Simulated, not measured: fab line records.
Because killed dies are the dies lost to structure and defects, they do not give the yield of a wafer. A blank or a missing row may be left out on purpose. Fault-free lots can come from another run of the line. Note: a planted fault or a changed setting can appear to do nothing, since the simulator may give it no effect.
Matching of chambers / flow nand_harc / rie_diel-12 running NHARC_A_BLC_ETCH_16: 4 sister chambers
The step etches the open film in CF4, target depth 39 nm, time 65 s. 18 wafers are shown with their chamber, then 9 later ones without.

WAFERS WITH THEIR CHAMBER
wafer=L161.1; chamber=1; drypump_motor_current_A (A)=5.1; showerhead_plenum_p_Torr (Torr)=1.75; rf_vpp_V (V)=151.7
wafer=L161.2; chamber=0; drypump_motor_current_A (A)=6.5; showerhead_plenum_p_Torr (Torr)=1.83; rf_vpp_V (V)=151.5
wafer=L161.6; chamber=1; drypump_motor_current_A (A)=5.1; showerhead_plenum_p_Torr (Torr)=1.75; rf_vpp_V (V)=151.1
wafer=L162.1; chamber=2; drypump_motor_current_A (A)=5.7; showerhead_plenum_p_Torr (Torr)=1.72; rf_vpp_V (V)=149.7
wafer=L162.3; chamber=1; drypump_motor_current_A (A)=5.2; showerhead_plenum_p_Torr (Torr)=1.75; rf_vpp_V (V)=150.4
wafer=L162.6; chamber=2; drypump_motor_current_A (A)=5.7; showerhead_plenum_p_Torr (Torr)=1.72; rf_vpp_V (V)=151.6
wafer=L165.4; chamber=3; drypump_motor_current_A (A)=6.0; showerhead_plenum_p_Torr (Torr)=1.71; rf_vpp_V (V)=150.3
wafer=L165.5; chamber=2; drypump_motor_current_A (A)=5.7; showerhead_plenum_p_Torr (Torr)=1.72; rf_vpp_V (V)=150.6
wafer=L165.6; chamber=1; drypump_motor_current_A (A)=5.1; showerhead_plenum_p_Torr (Torr)=1.74; rf_vpp_V (V)=151.7
wafer=L175.1; chamber=1; drypump_motor_current_A (A)=5.1; showerhead_plenum_p_Torr (Torr)=1.74; rf_vpp_V (V)=150.7
wafer=L175.3; chamber=3; drypump_motor_current_A (A)=6.0; showerhead_plenum_p_Torr (Torr)=1.71; rf_vpp_V (V)=148.7
wafer=L175.4; chamber=0; drypump_motor_current_A (A)=6.5; showerhead_plenum_p_Torr (Torr)=1.82; rf_vpp_V (V)=151.5
wafer=L178.1; chamber=0; drypump_motor_current_A (A)=6.5; showerhead_plenum_p_Torr (Torr)=1.82; rf_vpp_V (V)=149.5
wafer=L178.2; chamber=2; drypump_motor_current_A (A)=5.7; showerhead_plenum_p_Torr (Torr)=1.72; rf_vpp_V (V)=150.7
wafer=L178.5; chamber=3; drypump_motor_current_A (A)=6.0; showerhead_plenum_p_Torr (Torr)=1.71; rf_vpp_V (V)=149.4
wafer=L177.1; chamber=2; drypump_motor_current_A (A)=5.7; showerhead_plenum_p_Torr (Torr)=1.72; rf_vpp_V (V)=151.1
wafer=L177.3; chamber=1; drypump_motor_current_A (A)=5.2; showerhead_plenum_p_Torr (Torr)=1.74; rf_vpp_V (V)=151.9
wafer=L177.5; chamber=0; drypump_motor_current_A (A)=6.5; showerhead_plenum_p_Torr (Torr)=1.82; rf_vpp_V (V)=152.1

SIGNATURES (means of the wafers above)
reading=drypump_motor_current_A; chamber 0=6.500; chamber 1=5.133; chamber 2=5.700; chamber 3=6.000; scatter within a chamber=0.0309
reading=showerhead_plenum_p_Torr; chamber 0=1.8225; chamber 1=1.7450; chamber 2=1.7200; chamber 3=1.7100; scatter within a chamber=0.00401
reading=rf_vpp_V; chamber 0=151.150; chamber 1=151.250; chamber 2=150.740; chamber 3=149.467; scatter within a chamber=0.802
Rule: a wafer lies at a distance from a chamber equal to the root of the sum of squares, over the readings, of (its reading less the chamber's mean, divided by the reading's scatter). If the next closest chamber is less than 2 further off than the closest, the wafer can't be placed; otherwise it belongs to the closest. The scatter: the root of (the sum of the squares of (reading less its chamber's mean) over the shown wafers, divided by (wafers less chambers)).

WAFERS WITH NO CHAMBER GIVEN
wafer=L179.1; drypump_motor_current_A (A)=5.1; showerhead_plenum_p_Torr (Torr)=1.74; rf_vpp_V (V)=151.3
wafer=L179.2; drypump_motor_current_A (A)=5.7; showerhead_plenum_p_Torr (Torr)=1.72; rf_vpp_V (V)=149.9
wafer=L179.4; drypump_motor_current_A (A)=6.5; showerhead_plenum_p_Torr (Torr)=1.82; rf_vpp_V (V)=151.5
wafer=L182.1; drypump_motor_current_A (A)=5.2; showerhead_plenum_p_Torr (Torr)=1.74; rf_vpp_V (V)=150.6
wafer=L182.2; drypump_motor_current_A (A)=6.5; showerhead_plenum_p_Torr (Torr)=1.82; rf_vpp_V (V)=153.1
wafer=L182.5; drypump_motor_current_A (A)=5.1; showerhead_plenum_p_Torr (Torr)=1.74; rf_vpp_V (V)=151.2
wafer=L180.1; drypump_motor_current_A (A)=6.5; showerhead_plenum_p_Torr (Torr)=1.82; rf_vpp_V (V)=151.0
wafer=L180.5; drypump_motor_current_A (A)=5.7; showerhead_plenum_p_Torr (Torr)=1.72; rf_vpp_V (V)=150.4
wafer=L180.6; drypump_motor_current_A (A)=6.1; showerhead_plenum_p_Torr (Torr)=1.71; rf_vpp_V (V)=151.4

CHAMBER TAKEN BY EACH
wafer=L179.1; from the rows above=1; in truth=1
wafer=L179.2; from the rows above=2; in truth=2
wafer=L179.4; from the rows above=0; in truth=0
wafer=L182.1; from the rows above=1; in truth=1
wafer=L182.2; from the rows above=0; in truth=0
wafer=L182.5; from the rows above=1; in truth=1
wafer=L180.1; from the rows above=0; in truth=0
wafer=L180.5; from the rows above=2; in truth=2
wafer=L180.6; from the rows above=3; in truth=3
Correctly placed: 9 of 9. Can't be placed from these rows: 0. 0 placed wrongly.
